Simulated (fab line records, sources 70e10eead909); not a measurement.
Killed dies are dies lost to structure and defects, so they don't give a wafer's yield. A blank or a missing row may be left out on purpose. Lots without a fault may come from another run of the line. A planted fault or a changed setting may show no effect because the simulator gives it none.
A struck lot beside a sound one | flow nand_harc | 14 steps out of a route of 1302
Sound: wafers L874.2, L874.5, L874.6. Struck: wafer L879.5. (L879.1 of the same lot was not struck and is left out.) The cause comes at the end.
At each step with rows: each side's tool, then ch and its chambers, then its first start. Under that, the readings that differ: sound wafers | struck wafers | difference of the means | sigmas: that difference in standard deviations of wafers without a fault.
alike: readings whose means differ by less than 2 such deviations, and words and numbers that are the same on both sides. not compared: withheld readings, readings that some wafer has no value for, bounds like >300 that may hide the same value, and numbers for which the record gives no deviation and whose values overlap.
The two part at a step that has a row with sigmas, a row that says differs or no value, or rows on one side only. Numbers that don't overlap but have no deviation are shown without sigmas and don't part them. A reading that every wafer of one side lacks parts them only if that side has two wafers or more.

NHARC_A_DECK1_JOINT_CMP_02: polishes SiOx.
  sound on cmp-02 ch 0,1,2, day 15 11:34; struck on cmp-01 ch 2, day 17 02:16
  alike: edge_zone_pressure_frac, motor_current_A
then, 1 step without rows for these wafers: NHARC_A_DECK1_JOINT_SRD_15.
NHARC_A_DECK1_JOINT_DEP_16: deposits SiO2, target thk 45 nm.
  sound on pecvd-02 ch 0,2, day 15 11:56; struck on pecvd-01 ch 2, day 17 02:38
  alike: heater_power_w, throttle_valve_pct
NHARC_A_DECK1_JOINT_THK_MEAS_17: measures by ellipsometry.
  sound on film_metro-02, day 15 12:09; struck on film_metro-01, day 17 02:51
  alike: thk_nm
NHARC_A_DECK1_JOINT_INSPECT_05:
  sound on defect_inspect-01, day 15 12:11; struck on defect_inspect-02, day 17 02:53
  alike: raw_defect_count
then, 1 step without rows for these wafers: NHARC_A_ONON_D2_DEP_00 (target thk 1000 nm).
NHARC_A_ONON_D2_THK_MEAS_02: measures by ellipsometry.
  sound on film_metro-02, day 15 12:46; struck on film_metro-01, day 17 03:28
  reading     | sound          | struck | difference | sigmas
  thk_nm (nm) | 1017 1017 1018 | 991    | -26        | -3
then, 1 step without rows for these wafers: NHARC_A_ONON_D2_DEP_03 (target thk 1000 nm).
NHARC_A_ONON_D2_THK_MEAS_05: measures by ellipsometry.
  sound on film_metro-01, day 15 13:20; struck on film_metro-01, day 17 04:01
  reading     | sound          | struck | difference | sigmas
  thk_nm (nm) | 1024 1022 1023 | 1003   | -20        | -2
then, 1 step without rows for these wafers: NHARC_A_ONON_D2_DEP_06 (target thk 1000 nm).
NHARC_A_ONON_D2_THK_MEAS_08: measures by ellipsometry.
  sound on film_metro-01, day 15 13:53; struck on film_metro-02, day 17 04:35
  alike: thk_nm
NHARC_A_ONON_D2_DEP_09: target thk 1000 nm.
  sound on pecvd_onon-01 ch 0, day 15 14:01; struck on pecvd_onon-01 ch 0, day 17 04:38
NHARC_A_ONON_D2_THK_MEAS_11: measures by ellipsometry.
  sound on film_metro-02, day 15 14:28; struck on film_metro-01, day 17 05:10
  reading     | sound          | struck | difference | sigmas
  thk_nm (nm) | 1002 1000 1001 | 1450   | +449       | +45
then, 1 step without rows for these wafers: NHARC_A_ONON_D2_DEP_12 (target thk 1000 nm).

WHERE THEY PART
First at NHARC_A_ONON_D2_THK_MEAS_02; last, within this record, at NHARC_A_ONON_D2_THK_MEAS_11.

WHY: what the simulator had put in
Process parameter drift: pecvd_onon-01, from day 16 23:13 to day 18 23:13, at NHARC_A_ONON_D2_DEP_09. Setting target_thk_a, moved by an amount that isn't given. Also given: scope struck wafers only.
